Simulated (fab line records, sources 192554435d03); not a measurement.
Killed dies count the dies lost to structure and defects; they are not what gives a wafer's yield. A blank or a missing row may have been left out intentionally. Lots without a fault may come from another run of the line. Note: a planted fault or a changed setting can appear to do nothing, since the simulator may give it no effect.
Split-lot trial | flow n5-finfet | route with 1938 steps; 7 lots, 39 wafers read

SPLIT DETAILS
At N5_FIN_SAQP_SPACER2_ALD_28 (deposits SiO2, target thk 8.1 nm, pulse time 1 s, purge time 2 s), the setting target-thk-a was moved away from the recipe's 81 angstrom on 15 of the 39 wafers read, by -41.2% to +51.2%. The other wafers ran this setting at the recipe's value.

FROM THE SPLIT TO THE READING: what the file shows between them, 9 steps
- N5_FIN_SAQP_SPACER2_ETCHBACK_29: etches SiO2 in CHF3/O2, target depth 12.2 nm, time 6.1 s
- N5_FIN_SAQP_MANDREL2_REMOVE_60: chemistry HBr/Cl2/O2, target a-Si, stops on SiNx, bt time 10 s
- N5_FIN_SAQP_CD_MEAS_31: target cd 8 nm
- N5_FIN_SAQP_HM_OPEN_33: chemistry CH3F/O2, target SiNx, target depth 49.4 nm, time 70.6 s
- N5_FIN_SAQP_ETCH_34: etches SiO2 in C4F6/O2, target depth 45 nm, time 15 s
- N5_FIN_SAQP_STRIP_77: strips in N2/H2, time 90 s
- N5_FIN_SAQP_HM_CD_35: target cd 8 nm
- N5_FIN_SAQP_ETCH_64: etches SiO2 in CF4, target depth 1.5 nm
- N5_FIN_SAQP_FIN_ETCH_36: etches the open film in HBr/Cl2/O2, target depth 120 nm, time 50.4 s

THE READING
cd-nm, in nm, at N5_FIN_SAQP_CD_MEAS_37 (target cd 8 nm). On this fab line, fault-free wafers typically give 8.10 nm with a standard deviation of 0.24 nm.

wafer  | tool, chamber at the split | target-thk-a as run, angstrom | against the recipe | cd-nm, nm | against lot-mates on the recipe
L074.1 | ald-sin-02, 2,1,0          | 81                            | recipe             | 7.74      | -
L074.2 | ald-sin-02, 0,1,3          | 47.6                          | -41.2%             | 4.92      | -3.13
L074.3 | ald-sin-02, 0,1,3          | 47.6                          | -41.2%             | 4.56      | -3.49
L074.4 | ald-sin-02, 0,1,3          | 47.6                          | -41.2%             | 4.68      | -3.37
L074.5 | ald-sin-02, 2,1,0          | 81                            | recipe             | 8.19      | -
L074.6 | ald-sin-02, 2,1,0          | 81                            | recipe             | 8.22      | -
L075.1 | ald-sin-02, 0,1,0          | 81                            | recipe             | 8.08      | -
L075.2 | ald-sin-02, 0,1,0          | 81                            | recipe             | 8.30      | -
L075.3 | ald-sin-02, 2,3,1          | 108.8                         | +34.3%             | 10.86     | +2.63
L075.4 | ald-sin-02, 2,3,1          | 108.8                         | +34.3%             | 10.98     | +2.75
L075.5 | ald-sin-02, 0,1,0          | 81                            | recipe             | 8.31      | -
L075.6 | ald-sin-02, 2,3,1          | 108.8                         | +34.3%             | 10.84     | +2.61
L082.1 | ald-sin-03, 2,1,3          | 81                            | recipe             | 8.10      | -
L082.2 | ald-sin-03, 2,1,3          | 81                            | recipe             | 8.28      | -
L082.3 | ald-sin-03, 2,1,3          | 81                            | recipe             | 8.37      | -
L082.4 | ald-sin-03, 0,2,1          | 94.15                         | +16.2%             | 9.39      | +1.14
L082.5 | ald-sin-03, 0,2,1          | 94.15                         | +16.2%             | 9.99      | +1.74
L082.6 | ald-sin-03, 0,2,1          | 94.15                         | +16.2%             | 9.69      | +1.44
L083.1 | ald-sin-04, 2,0,1          | 81                            | recipe             | 7.83      | -
L083.2 | ald-sin-04, 2,0,1          | 81                            | recipe             | 8.02      | -
L083.3 | ald-sin-04, 1,3,0          | 122.5                         | +51.2%             | 12.01     | +4.05
L083.4 | ald-sin-04, 1,3,0          | 122.5                         | +51.2%             | 11.98     | +4.02
L083.5 | ald-sin-04, 1,3,0          | 122.5                         | +51.2%             | 12.45     | +4.49
L083.6 | ald-sin-04, 2,0,1          | 81                            | recipe             | 8.03      | -
L086.2 | ald-sin-02, 1,0,1          | 81                            | recipe             | 7.78      | -
L086.3 | ald-sin-02, 1,0,1          | 81                            | recipe             | 7.91      | -
L086.5 | ald-sin-02, 1,0,1          | 81                            | recipe             | 8.23      | -
L094.1 | ald-sin-04, 3,0            | 109.1                         | +34.7%             | 10.75     | +2.63
L094.2 | ald-sin-04, 2,0,1          | 81                            | recipe             | 8.14      | -
L094.3 | ald-sin-04, 2,0,1          | 81                            | recipe             | 8.07      | -
L094.4 | ald-sin-04, 2,0,1          | 81                            | recipe             | 8.14      | -
L094.5 | ald-sin-04, 3,0            | 109.1                         | +34.7%             | 11.02     | +2.90
L094.6 | ald-sin-04, 1              | 109.1                         | +34.7%             | 10.94     | +2.82
L097.1 | ald-sin-02, 0,2            | 81                            | recipe             | 8.23      | -
L097.2 | ald-sin-02, 2,1,3,3        | 81                            | recipe             | 7.95      | -
L097.3 | ald-sin-02, 2,1,3,3        | 81                            | recipe             | 7.94      | -
L097.4 | ald-sin-02, 2,1,3,3        | 81                            | recipe             | 8.12      | -
L097.5 | ald-sin-02, 2,1,3,3        | 81                            | recipe             | 8.28      | -
L097.6 | ald-sin-02, 0,2            | 81                            | recipe             | 7.84      | -
When a row names more than one chamber, that row covers several wafers, and the file does not tell which wafer ran in which chamber.

THE FIT
A straight line over all 39 wafers: cd-nm changes by +0.0811 nm for each +1% of target-thk-a; r = +0.99; the points scatter about the line by 0.2 nm.
The same after taking each lot's own level away (the mean of its wafers on the recipe; 39 wafers): +0.0808 nm for each +1%; r = +1.00; scatter 0.17 nm.
The reading moves by 4.1 nm for the largest change in target-thk-a, on that fit.
The span of the lots' own levels, 7.960 to 8.250 nm, comes to 1.2 times the standard deviation stated above.
The two slopes are in agreement: the lot-to-lot level therefore moves the slope only a little.
Check: for one of the wafers moved furthest among these (+51.2%), held out of the fit, the line's prediction against its lot-mates is +4.16 nm. Against them it came out at +4.05 nm.

ADDITIONAL SPLITS CARRIED BY THESE WAFERS
Note: prior to the reading, these wafers also went through further splits. Each is held against what the fit with the lots' levels taken away leaves over:
other split on the same wafers          | wafers away from the commonest value | r with cd-nm (lot level and that fit taken away)
N5_ZERO_LAYER_DEVELOP_10 develop-time-s | 12                                   | -0.13

THE WHOLE CHAIN: every reading that the file lists as answering this split, in the file's order
step                           | what it does                                                         | reading                                                                                 | change (the file's fit)                | r (the file's)
N5_FIN_SAQP_SPACER2_ALD_28     | deposits SiO2, target thk 8.1 nm, pulse time 1 s, purge time 2 s     | SiO2_of_FIN_SAQP_SPACER2_ALD_28.thk-nm (the simulator's own value, which no gauge read) | +0.0818 nm for each +1% of the setting | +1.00
N5_FIN_SAQP_MANDREL2_REMOVE_60 | chemistry HBr/Cl2/O2, target a-Si, stops on SiNx, bt time 10 s       | FIN_SAQP.cd-nm (the simulator's own value, which no gauge read)                         | +0.0802 nm for each +1% of the setting | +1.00
N5_FIN_SAQP_CD_MEAS_31         | target cd 8 nm                                                       | cd-nm                                                                                   | +0.0798 nm for each +1% of the setting | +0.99
N5_FIN_SAQP_HM_OPEN_33         | chemistry CH3F/O2, target SiNx, target depth 49.4 nm, time 70.6 s    | FIN_SAQP.cd-nm (the simulator's own value, which no gauge read)                         | +0.0805 nm for each +1% of the setting | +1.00
N5_FIN_SAQP_HM_CD_35           | target cd 8 nm                                                       | cd-nm                                                                                   | +0.0836 nm for each +1% of the setting | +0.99
N5_FIN_SAQP_FIN_ETCH_36        | etches the open film in HBr/Cl2/O2, target depth 120 nm, time 50.4 s | FIN_SAQP.cd-nm (the simulator's own value, which no gauge read)                         | +0.0824 nm for each +1% of the setting | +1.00
N5_FIN_SAQP_CD_MEAS_37         | target cd 8 nm                                                       | cd-nm                                                                                   | +0.0808 nm for each +1% of the setting | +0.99

THE FILE'S OWN FIT
cd-nm changes by +0.0808 nm for each +1% of target-thk-a, r = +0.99.
